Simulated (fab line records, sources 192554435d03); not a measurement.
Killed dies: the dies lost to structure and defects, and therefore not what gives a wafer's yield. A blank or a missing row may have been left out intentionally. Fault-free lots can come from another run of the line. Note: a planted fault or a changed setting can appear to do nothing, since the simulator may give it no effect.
fab line records | flow n5-finfet | part 2 of 2: steps 4 to 6 of 6
record lots=21 wafers=63 last-day=17
route steps=1938 shown MOL_CONTACT_COAG@530 BEOL_M0_SAQP@640
lots with no fault: from the same line, run without faults
start-h: the number of hours between the record's first day and the start of the first shown wafer of the lot | wait-h: hours since the lot's step before | " same as the row above | L1.1+2: one row covering several wafers at once | - either no value or no given start | * or withheld: withheld | < > ~ a bound
route shown NAME@n: NAME is a module with steps in the file, n the number in the route of the first one | usual: mean/standard deviation of fault-free wafers | same: alike in all rows | chamber/n: place in a boat | sites: readings site by site | _std_site: how widely they spread, as a standard deviation | _edge_site: the outer-site mean with the inner-site mean subtracted | radius-mm: for every site, how far away it sits from the centre of the wafer | mask NAME#n: copy n | behind: the tool/chamber that last shaped the wafer | hold: why the lot was held/for how many hours/how that ended | device: the n, p or np transistor that did not switch | end of line: the tests these same wafers got at the end of their route | a step given without rows: its recipe and nothing more | killed: count of dies lost to structure and defects at first sort (not the wafer's yield) | map: the dies of a wafer, with x for killed, . for not killed, _ for no die there
set.NAME: the setting as run; set.NAME@STEP: as run at that earlier step | model.NAME: the simulator's own value behind a step, which no gauge read
the route's steps for a sample of lots (tables are steps, rows are wafers)
services: from which hour (start-h, from the record's first day; less than 0 if before it) a tool's chamber was out of use, for how many hours, and why
## steps
# step N5_MOL_CONTACT_COAG_ALD_133
# recipe material=SiO2 target-thk-a=50 temp-c=100 ald-precursor-family=BDEAS ald-co-reactant=O2-plasma pulse-time-s=1 co-reactant-pulse-time-s=1 purge-time-s=2 co-reactant-purge-time-s=2 ald-cycles=35 pressure-torr=2
# usual heater-power-w=76/7.7 precursor-pulse-height-rel=0.998/0.019
# columns lot.wafer tool chamber start-h wait-h heater-power-w precursor-pulse-height-rel
L074.2 ald-sin-03 2 105.53 0.1 65 1.002
L074.3 " 1 " " 72 1.030
L074.4 " 2 " " 61 0.994
L076.3 ald-sin-03 1 112.71 0.1 73 1.002
L076.5 " 0 " " 79 0.996
L076.6 " 3 " " 70 1.005
L077.2 ald-sin-04 3 118.01 0.1 69 1.035
L077.3 " 0 " " 83 0.985
L077.4 " 2 " " 81 0.981
L078.1 ald-sin-04 2 122.68 0.1 82 0.991
L078.4 " 3 " " 70 0.978
L078.5 " 0 " " 81 0.987
L079.1 ald-sin-03 3 130.40 0.9 70 1.013
L079.4 " 2 " " 59 1.003
L079.6 " 3 " " 69 0.970
L080.3 ald-sin-02 3 133.60 0.1 86 0.981
L080.4 " 1 " " 82 0.965
L080.5 " 0 " " 69 1.006
L082.1 ald-sin-02 2 151.12 0.1 74 1.042
L082.4 " 1 " " 83 1.004
L082.6 " 1 " " 83 1.015
L083.1 ald-sin-04 3 154.56 0.1 70 0.996
L083.4 " 1 " " 88 0.985
L083.5 " 3 " " 68 1.008
L084.1 ald-sin-04 2 165.12 0.1 85 1.004
L084.2 " 1 " " 87 1.018
L084.6 " 0 " " 80 0.993
L085.3 ald-sin-03 0 165.91 0.1 79 0.981
L085.5 " 3 " " 70 1.019
L085.6 " 2 " " 62 1.037
L086.1 ald-sin-04 0 181.68 1.9 83 0.988
L086.5 " 0 " " 81 1.008
L086.6 " 1 " " 87 1.006
L087.1 ald-sin-03 2 184.04 0.4 62 0.973
L087.2 " 1 " " 74 1.029
L087.3 " 3 " " 69 0.998
L088.2 ald-sin-03 2 187.13 0.2 62 1.040
L088.5 " 3 " " 70 0.987
L088.6 " 0 " " 78 0.979
L089.1 ald-sin-04 0 189.14 0.1 83 0.965
L089.4 " 2 " " 82 0.997
L089.6 " 0 " " 83 1.005
L090.2 ald-sin-04 0 193.88 0.1 81 0.971
L090.3 " 1 " " 88 0.997
L090.6 " 0 " " 81 0.984
L091.1 ald-sin-03 3 202.27 0.1 70 1.027
L091.2 " 1 " " 76 0.985
L091.3 " 2 " " 62 0.970
L092.2 ald-sin-03 2 211.65 0.1 62 1.012
L092.4 " 3 " " 70 0.988
L092.5 " 0 " " 81 0.993
L093.1 ald-sin-04 1 216.86 0.1 90 1.007
L093.5 " 0 " " 84 0.990
L093.6 " 3 " " 70 0.992
L094.1 ald-sin-03 2 223.16 0.3 62 0.954
L094.3 " 0 " " 81 1.020
L094.4 " 1 " " 73 1.034
L096.1 ald-sin-02 0 237.65 0.1 68 0.999
L096.3 " 2 " " 76 1.008
L096.6 " 1 " " 80 1.021
L097.3 ald-sin-04 1 238.31 0.1 87 0.980
L097.4 " 3 " " 70 0.989
L097.6 " 2 " " 83 1.022
# step N5_MOL_CONTACT_COAG_ETCHBACK_134
# recipe chemistry=CHF3 target=SiO2 target-depth-a=100 time-s=6.7 ion-energy-ev=200 pressure-mtorr=30 source-w=610 bias-w=170 Ar_flow_sccm=200 CHF3_flow_sccm=50
# usual drypump-motor-current-A=5.8/0.34 oes-product-au=0.82/0.087 rf-vpp-V=527/5.1 showerhead-plenum-p-Torr=2.41/0.066 throttle-valve-pct=18.59/0.23
# columns lot.wafer tool chamber start-h wait-h drypump-motor-current-A oes-product-au rf-hours-counter-h rf-vpp-V showerhead-plenum-p-Torr throttle-valve-pct
L074.2 rie-diel-04 3 105.89 0.3 5.6 0.69 237 529 2.44 18.71
L074.3 " 0 " " 5.4 0.92 22 537 2.43 18.59
L074.4 " 2 " " 5.9 0.84 - 528 2.41 18.83
L076.3 rie-diel-04 2 112.89 0.1 5.9 0.85 67 528 2.41 18.83
L076.5 " 3 " " 5.6 0.69 - 527 2.44 18.73
L076.6 " 2 " " 6.0 0.83 - 528 2.41 18.83
L077.2 rie-diel-05 3 118.18 0.1 5.9 0.68 217 527 2.36 18.86
L077.3 " 2 " " 5.8 1.00 0 525 2.43 18.08
L077.4 " 3 " " 5.9 0.68 - 527 2.36 18.87
L078.1 rie-diel-04 1 122.86 0.1 6.0 0.90 36 528 2.43 18.30
L078.4 " 3 " " 5.6 0.69 245 528 2.44 18.73
L078.5 " 3 " " 5.6 0.69 - 527 2.44 18.74
L079.1 rie-diel-05 2 130.58 0.1 5.8 0.96 7 524 2.43 18.08
L079.4 " 3 " " 5.9 0.67 - 527 2.35 18.87
L079.6 " 1 " " 5.6 0.77 - 531 2.49 18.50
L080.3 rie-diel-06 2 133.88 0.2 5.6 0.77 141 522 2.29 18.73
L080.4 " 1 " " 6.5 0.88 54 523 2.51 18.58
L080.5 " 1 " " 6.5 0.88 - 526 2.51 18.58
L082.1 rie-diel-06 1 151.33 0.1 6.5 0.87 60 526 2.51 18.60
L082.4 " 0 " " 5.9 0.74 144 518 2.38 18.54
L082.6 " 2 " " 5.6 0.78 - 522 2.29 18.73
L083.1 rie-diel-05 2 154.74 0.1 5.8 0.94 14 525 2.43 18.10
L083.4 " 1 " " 5.7 0.74 128 531 2.49 18.50
L083.5 " 1 " " 5.6 0.74 - 531 2.49 18.51
L084.1 rie-diel-04 0 165.39 0.2 5.4 0.88 48 535 2.42 18.63
L084.2 " 1 " " 6.0 0.86 55 526 2.42 18.33
L084.6 " 1 " " 6.0 0.86 - 527 2.42 18.33
L085.3 rie-diel-04 0 166.09 0.1 5.4 0.87 48 537 2.42 18.62
L085.5 " 3 " " 5.6 0.97 - 528 2.43 18.33
L085.6 " 2 " " 5.9 0.81 - 529 2.40 18.86
L086.1 rie-diel-06 0 182.10 0.3 5.9 0.73 155 517 2.38 18.56
L086.5 " 2 " " 5.6 0.76 - 521 2.28 18.75
L086.6 " 3 " " 6.6 0.69 - 522 2.25 18.44
L087.1 rie-diel-05 0 184.26 0.1 5.1 0.91 17 523 2.53 18.69
L087.2 " 1 " " 5.6 0.74 138 531 2.48 18.53
L087.3 " 3 " " 5.9 0.65 244 527 2.35 18.92
L088.2 rie-diel-04 1 187.31 0.1 6.0 0.85 61 526 2.42 18.35
L088.5 " 2 " " 5.9 0.81 - 529 2.40 18.89
L088.6 " 3 " " 5.6 0.94 - 528 2.43 18.34
L089.1 rie-diel-04 1 189.31 0.1 6.0 0.85 61 527 2.42 18.35
L089.4 " 1 " " 6.0 0.84 - 528 2.42 18.33
L089.6 " 2 " " 5.9 0.81 - 528 2.40 18.88
L090.2 rie-diel-04 2 194.06 0.1 5.9 0.80 98 528 2.40 18.89
L090.3 " 1 " " 6.0 0.86 63 527 2.42 18.32
L090.6 " 1 " " 6.0 0.86 - 529 2.42 18.33
L091.1 rie-diel-04 3 202.45 0.1 5.6 0.93 16 528 2.43 18.34
L091.2 " 0 " " 5.4 0.86 55 535 2.42 18.64
L091.3 " 2 " " 5.9 0.80 101 528 2.40 18.90
L092.2 rie-diel-04 3 211.83 0.1 5.6 0.93 20 526 2.43 18.35
L092.4 " 1 " " 6.0 0.84 70 528 2.42 18.34
L092.5 " 2 " " 5.9 0.80 - 528 2.40 18.91
L093.1 rie-diel-06 3 217.04 0.1 6.6 0.68 246 522 2.24 18.45
L093.5 " 1 " " 6.4 0.85 - 524 2.50 18.63
L093.6 " 0 " " 5.9 0.72 - 516 2.37 18.60
L094.1 rie-diel-04 1 223.34 0.1 6.0 0.84 74 528 2.42 18.34
L094.3 " 3 " " 5.6 0.91 24 528 2.43 18.35
L094.4 " 0 " " 5.4 0.84 63 536 2.42 18.65
L096.1 rie-diel-06 2 237.83 0.1 5.6 0.75 175 521 2.28 18.79
L096.3 " 1 " " 6.5 0.84 85 524 2.50 18.65
L096.6 " 2 " " 5.6 0.75 - 520 2.28 18.77
L097.3 rie-diel-06 2 238.70 0.3 5.6 0.75 175 522 2.28 18.78
L097.4 " 1 " " 6.4 0.83 - 525 2.50 18.63
L097.6 " 2 " " 5.6 0.75 - 521 2.28 18.79
# step N5_BEOL_M0_SAQP_HM_DEP_111
# recipe material=SiO2 target-thk-a=120 temp-c=400 precursor=SiH4/N2O pressure-torr=0.75 rf-w=275 time-s=7.2
# usual heater-power-w=771/86 showerhead-plenum-p-Torr=8.18/0.12
# columns lot.wafer tool chamber start-h wait-h heater-power-w showerhead-plenum-p-Torr
L074.2 pecvd-04 0 112.44 0.0 798 8.34
L074.3 " 1 " " 777 8.18
L074.4 " 2 " " 744 8.20
L076.3 pecvd-02 0 120.70 0.1 990 7.86
L076.5 " 1 " " 715 8.10
L076.6 " 0 " " 975 7.85
L077.2 pecvd-01 1 124.09 0.0 747 8.18
L077.3 " 2 " " 761 8.14
L077.4 " 2 " " 745 8.14
L078.1 pecvd-01 2 128.09 0.0 684 8.15
L078.4 " 1 " " 656 8.18
L078.5 " 0 " " 791 8.25
L079.1 pecvd-04 0 136.31 0.0 795 8.31
L079.4 " 2 " " 642 8.21
L079.6 " 1 " " 837 8.18
L080.3 pecvd-04 2 139.73 0.0 747 8.22
L080.4 " 2 " " 738 8.22
L080.5 " 1 " " 879 8.18
L082.1 pecvd-04 1 156.87 0.0 792 8.17
L082.4 " 0 " " 771 8.33
L082.6 " 1 " " 784 8.19
L083.1 pecvd-04 1 160.22 0.0 805 8.18
L083.4 " 0 " " 732 8.35
L083.5 " 1 " " 771 8.18
L084.1 pecvd-01 2 175.06 0.0 713 8.15
L084.2 " 0 " " 772 8.26
L084.6 " 2 " " 691 8.14
L085.3 pecvd-01 0 176.06 0.0 851 8.25
L085.5 " 0 " " 852 8.24
L085.6 " 1 " " 660 8.20
L086.1 pecvd-04 1 188.39 0.0 899 8.17
L086.5 " 2 " " 743 8.23
L086.6 " 0 " " 726 8.34
L087.1 pecvd-01 1 192.66 0.0 671 8.19
L087.2 " 0 " " 820 8.22
L087.3 " 2 " " 768 8.14
L088.2 pecvd-01 1 193.57 0.0 767 8.19
L088.5 " 2 " " 758 8.14
L088.6 " 1 " " 744 8.19
L089.1 pecvd-02 1 197.77 0.0 755 8.08
L089.4 " 1 " " 781 8.09
L089.6 " 0 " " 992 7.85
L090.2 pecvd-04 2 201.30 0.0 741 8.22
L090.3 " 1 " " 819 8.17
L090.6 " 1 " " 834 8.15
L091.1 pecvd-02 0 209.59 0.0 998 7.86
L091.2 " 1 " " 739 8.09
L091.3 " 1 " " 758 8.08
L092.2 pecvd-01 1 218.01 0.0 709 8.21
L092.4 " 1 " " 721 8.20
L092.5 " 0 " " 704 8.24
L093.1 pecvd-01 2 222.14 0.0 819 8.12
L093.5 " 2 " " 814 8.14
L093.6 " 1 " " 699 8.19
L094.1 pecvd-04 1 229.20 0.0 814 8.16
L094.3 " 1 " " 794 8.18
L094.4 " 0 " " 889 8.37
L096.1 pecvd-01 0 243.41 0.0 723 8.24
L096.3 " 2 " " 678 8.15
L096.6 " 1 " " 760 8.21
L097.3 pecvd-01 0 246.21 0.0 748 8.24
L097.4 " 2 " " 801 8.14
L097.6 " 1 " " 646 8.17
## services
# columns tool chamber start-h hours kind
ald-sin-02 3 71.18 6.8 repair
pecvd-04 2 74.98 3.1 repair
ald-sin-03 - 85.66 14.0 pm
pecvd-02 2 97.22 16.3 repair
rie-diel-04 1 104.02 9.3 repair
rie-diel-05 2 104.20 - clean
rie-diel-05 2 104.20 - consumable-replace:focus-ring
rie-diel-05 2 104.20 12.5 scheduled-down
rie-diel-05 2 104.20 12.5 vent-cycle
rie-diel-05 0 116.69 - clean
rie-diel-05 0 116.69 - consumable-replace:focus-ring
pecvd-04 - 121.24 0.4 repair
rie-diel-05 2 132.80 6.0 repair
rie-diel-04 3 137.04 - clean
rie-diel-04 3 137.04 - consumable-replace:focus-ring
rie-diel-04 3 137.04 17.2 scheduled-down
rie-diel-04 3 137.04 17.2 vent-cycle
pecvd-01 - 145.65 1.2 repair
ald-sin-02 - 151.52 6.0 pm
pecvd-01 - 154.03 5.5 pm
ald-sin-02 - 177.52 14.0 pm
pecvd-02 - 189.03 6.0 pm
ald-sin-02 - 216.71 1.4 repair
ald-sin-02 1 226.62 1.5 repair
